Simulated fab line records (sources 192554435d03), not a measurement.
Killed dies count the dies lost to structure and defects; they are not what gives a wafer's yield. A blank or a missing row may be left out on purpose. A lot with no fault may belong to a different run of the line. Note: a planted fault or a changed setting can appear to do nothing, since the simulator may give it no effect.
Split-lot study + flow n5_finfet + 7 lots, 21 wafers read, on a route of 1938 steps

== THE SPLIT ITSELF ==
At N5_WELL_APT_COAT_02 (resist thk 950 nm), the setting spin_rpm was moved away from the recipe's 1357 rpm on 7 of the 21 wafers read, by -10.0% to +7.3%. All remaining wafers had this setting at the recipe value.

The reading is taken at the split's own step.

== THE READING ==
coat_of_WELL_APT_COAT_02.thk_nm (the simulator's own value, which no gauge read), in nm, at N5_WELL_APT_COAT_02 (resist thk 950 nm). There is no usual value for it anywhere in the file. Average 946.2 nm, standard deviation 2.8 nm, over the 14 wafers here run with the recipe.

| wafer  | tool, chamber at the split | spin_rpm as run, rpm | against the recipe | coat_of_WELL_APT_COAT_02.thk_nm, nm | against lot-mates on the recipe |
|--------|----------------------------|----------------------|--------------------|-------------------------------------|---------------------------------|
| L074.1 | litho_track-02, 0          | 1221                 | -10.0%             | 1005                                | no lot-mate on the recipe       |
| L074.5 | litho_track-02, 0          | 1221                 | -10.0%             | 1003                                | no lot-mate on the recipe       |
| L074.6 | litho_track-02, 0          | 1221                 | -10.0%             | 1006                                | no lot-mate on the recipe       |
| L075.1 | litho_track-04, 0          | 1357                 | recipe             | 946.9                               | -                               |
| L075.4 | litho_track-04, 0          | 1357                 | recipe             | 944.3                               | -                               |
| L075.5 | litho_track-04, 0          | 1357                 | recipe             | 944.5                               | -                               |
| L080.3 | litho_track-01, 0          | 1357                 | recipe             | 948.3                               | -                               |
| L080.4 | litho_track-01, 0          | 1357                 | recipe             | 951                                 | -                               |
| L080.6 | litho_track-01, 0          | 1357                 | recipe             | 950.4                               | -                               |
| L085.2 | litho_track-01, 0          | 1357                 | recipe             | 950                                 | -                               |
| L085.3 | litho_track-01, 0          | 1456                 | +7.3%              | 917.1                               | -32.9                           |
| L085.6 | litho_track-01, 0          | 1456                 | +7.3%              | 914.8                               | -35.2                           |
| L086.1 | litho_track-02, 0          | 1294                 | -4.6%              | 967.1                               | +23.8                           |
| L086.2 | litho_track-02, 0          | 1357                 | recipe             | 944.7                               | -                               |
| L086.4 | litho_track-02, 0          | 1357                 | recipe             | 942                                 | -                               |
| L088.2 | litho_track-01, 0          | 1357                 | recipe             | 947.4                               | -                               |
| L088.4 | litho_track-01, 0          | 1357                 | recipe             | 945.7                               | -                               |
| L088.5 | litho_track-01, 0          | 1357                 | recipe             | 946.3                               | -                               |
| L092.3 | litho_track-02, 0          | 1357                 | recipe             | 943                                 | -                               |
| L092.4 | litho_track-02, 0          | 1357                 | recipe             | 942.7                               | -                               |
| L092.6 | litho_track-02, 0          | 1434                 | +5.7%              | 920.6                               | -22.2                           |

FIT RESULTS
A straight line over all 21 wafers: coat_of_WELL_APT_COAT_02.thk_nm changes by -5.24 nm for each +1% of spin_rpm; r = -0.99; the points scatter about the line by 4.1 nm.
The same after taking each lot's own level away (the mean of its wafers on the recipe; 18 wafers): -4.61 nm for each +1%; r = -0.99; scatter 1.5 nm.
That fit puts the effect of the largest move of spin_rpm on the reading at 46 nm.
From 942.85 to 950.00 nm: that is the span of the lots' own levels, equal to 2.5 times the standard deviation above.
Hence the slope depends on the lot-to-lot level, as the two fits are not the same.
Check: with one of the wafers moved furthest among these (+7.3%) left out of the fit, the line predicts -33.5 nm for it against its lot-mates. It came out at -32.9 nm against them.

== FILE'S OWN FIT ==
coat_of_WELL_APT_COAT_02.thk_nm changes by -4.53 nm for each +1% of spin_rpm, r = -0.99.
